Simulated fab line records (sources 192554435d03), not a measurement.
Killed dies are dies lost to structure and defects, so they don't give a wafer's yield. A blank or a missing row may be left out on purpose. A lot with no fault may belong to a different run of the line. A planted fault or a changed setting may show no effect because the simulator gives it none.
Chamber matching || flow n5Finfet || N5_BEOL_M11_ETCH_65 on rieDiel-02 has 4 sister chambers
The step etches SiARC in CF4, target depth 39 nm, time 65 s. 8 wafers are shown with their chamber, then 8 later ones without.

WAFERS WITH THEIR CHAMBER
{"wafer": "L075.6", "chamber": 1, "throttleValvePct (%)": 15.23, "drypumpMotorCurrentA (A)": 6.3}
{"wafer": "L080.3", "chamber": 2, "throttleValvePct (%)": 15.90, "drypumpMotorCurrentA (A)": 5.9}
{"wafer": "L080.6", "chamber": 2, "throttleValvePct (%)": 15.90, "drypumpMotorCurrentA (A)": 5.8}
{"wafer": "L079.1", "chamber": 1, "throttleValvePct (%)": 15.25, "drypumpMotorCurrentA (A)": 6.4}
{"wafer": "L085.2", "chamber": 3, "throttleValvePct (%)": 16.05, "drypumpMotorCurrentA (A)": 4.9}
{"wafer": "L085.3", "chamber": 0, "throttleValvePct (%)": 15.31, "drypumpMotorCurrentA (A)": 5.7}
{"wafer": "L085.5", "chamber": 0, "throttleValvePct (%)": 15.28, "drypumpMotorCurrentA (A)": 5.7}
{"wafer": "L088.2", "chamber": 3, "throttleValvePct (%)": 16.07, "drypumpMotorCurrentA (A)": 4.9}

WAFERS WITH NO CHAMBER GIVEN
{"wafer": "L088.4", "throttleValvePct (%)": 16.08, "drypumpMotorCurrentA (A)": 4.9}
{"wafer": "L088.5", "throttleValvePct (%)": 15.92, "drypumpMotorCurrentA (A)": 5.8}
{"wafer": "L091.3", "throttleValvePct (%)": 15.58, "drypumpMotorCurrentA (A)": 4.9}
{"wafer": "L091.5", "throttleValvePct (%)": 15.33, "drypumpMotorCurrentA (A)": 5.7}
{"wafer": "L091.6", "throttleValvePct (%)": 15.30, "drypumpMotorCurrentA (A)": 6.4}
{"wafer": "L092.2", "throttleValvePct (%)": 15.30, "drypumpMotorCurrentA (A)": 6.3}
{"wafer": "L092.3", "throttleValvePct (%)": 15.59, "drypumpMotorCurrentA (A)": 4.9}
{"wafer": "L092.6", "throttleValvePct (%)": 15.95, "drypumpMotorCurrentA (A)": 5.8}

THE CHAMBER EACH PASSED THROUGH
{"wafer": "L088.4", "from the rows above": 3, "in truth": 3}
{"wafer": "L088.5", "from the rows above": 2, "in truth": 2}
{"wafer": "L091.3", "from the rows above": 0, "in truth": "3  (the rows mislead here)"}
{"wafer": "L091.5", "from the rows above": 0, "in truth": 0}
{"wafer": "L091.6", "from the rows above": 1, "in truth": 1}
{"wafer": "L092.2", "from the rows above": 1, "in truth": 1}
{"wafer": "L092.3", "from the rows above": 0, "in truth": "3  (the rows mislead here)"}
{"wafer": "L092.6", "from the rows above": 2, "in truth": 2}
Placed correctly: 6 of 8. Can't be placed from these rows: 0. Wrongly placed: 2.
How it was worked out, from the rows above alone: a wafer's distance from a chamber is the root of the sum, over the readings, of the square of ((its reading less the chamber's mean) divided by the reading's scatter). The wafer belongs to the nearest chamber; if the next one is less than 2 further off, it can't be placed. Each chamber's mean is taken over the wafers shown for it. How the scatter is found: for the shown wafers, subtract from each reading the mean of its chamber, square and add these, divide the total by (wafers less chambers), then take the root.
